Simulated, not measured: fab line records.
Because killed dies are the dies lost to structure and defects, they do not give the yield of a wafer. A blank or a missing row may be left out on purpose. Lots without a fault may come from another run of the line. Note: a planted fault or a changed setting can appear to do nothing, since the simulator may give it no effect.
Split-lot trial -- flow n5_finfet -- 7 lots, 21 wafers read, on a route of 1938 steps

== THE SPLIT ==
At N5_GATE_CUT_ETCH_58 (etches SiNx in CH3F/O2, target depth 17 nm, time 128.6 s), the setting bias_w was moved away from the recipe's 21 W on 3 of the 21 wafers read, by -7.3% to +17.1%. All remaining wafers had this setting at the recipe value.

Reading taken at the split's own step.

== THE READING ==
rf_vpp_V, in V, at N5_GATE_CUT_ETCH_58 (etches SiNx in CH3F/O2, target depth 17 nm, time 128.6 s). Typical for fault-free wafers on this fab line: 99.2 V, with standard deviation 0.9 V.

wafer,"tool, chamber at the split","bias_w as run, W",against the recipe,"rf_vpp_V, V",against lot-mates on the recipe
L075.1,"rie_diel-03, 3",21,recipe,98.2,-
L075.2,"rie_diel-03, 0",21,recipe,99.7,-
L075.6,"rie_diel-03, 1",21,recipe,98.6,-
L077.2,"rie_diel-06, 2",21,recipe,98.9,-
L077.5,"rie_diel-06, 0",21,recipe,98.7,-
L077.6,"rie_diel-06, 3",21,recipe,99.7,-
L081.1,"rie_diel-06, 0",21,recipe,98.1,-
L081.3,"rie_diel-06, 3",21,recipe,99.2,-
L081.6,"rie_diel-06, 3",21,recipe,99.7,-
L083.3,"rie_diel-04, 0",21,recipe,99.5,-
L083.4,"rie_diel-04, 1",19.47,-7.3%,95.1,-4.4
L083.5,"rie_diel-04, 1",19.47,-7.3%,93.9,-5.6
L084.1,"rie_diel-04, 1",21,recipe,99.4,-
L084.5,"rie_diel-04, 3",21,recipe,98.7,-
L084.6,"rie_diel-04, 0",21,recipe,99.1,-
L095.1,"rie_diel-03, 0",21,recipe,100.1,-
L095.2,"rie_diel-03, 3",21,recipe,100.1,-
L095.3,"rie_diel-03, 1",21,recipe,99.8,-
L096.1,"rie_diel-04, 3",21,recipe,98.5,-
L096.4,"rie_diel-04, 2",24.6,+17.1%,109.3,+10.8
L096.6,"rie_diel-04, 1",21,recipe,98.6,-

FIT RESULTS
A straight line over all 21 wafers: rf_vpp_V changes by +0.605 V for each +1% of bias_w; r = +0.97; the points scatter about the line by 0.64 V.
The same after taking each lot's own level away (the mean of its wafers on the recipe; 21 wafers): +0.643 V for each +1%; r = +0.99; scatter 0.48 V.
According to that fit, moving bias_w by its largest amount changes the reading by 11 V.
From 98.55 to 100.00 V: that is the span of the lots' own levels, equal to 1.6 times the standard deviation above.
Hence the lot-to-lot level has little effect on the slope; both slopes agree.
Check: +11.8 V against its lot-mates is what the line predicts for one of the wafers moved furthest among these (+17.1%) when that wafer is left out of the fit. It came out at +10.8 V against them.
Tool readings at the split's step, against how far the setting was moved: rf_vpp_V r = +0.97.

== ADDITIONAL SPLITS CARRIED BY THESE WAFERS ==
Other splits were also applied to these wafers ahead of the reading. Each is held against what the fit with the lots' levels taken away leaves over:
other split on the same wafers,wafers away from the commonest value,r with rf_vpp_V (lot level and that fit taken away)
N5_SD_EPI_N_PEB_07 peb_temp_c,5,+0.02
N5_SD_EPI_P_PEB_07 peb_time_s,12,-0.14
N5_SD_EPI_P_ETCH_36 bias_w,5,+0.00
N5_SDB_ETCH_18 source_w,7,-0.02
N5_HKMG_FIN_ETCH_31 bias_w,5,-0.12
N5_HKMG_FIN_ETCH_35 bias_w,8,+0.30

== FILE'S OWN FIT ==
rf_vpp_V changes by +0.637 V for each +1% of bias_w, r = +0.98.
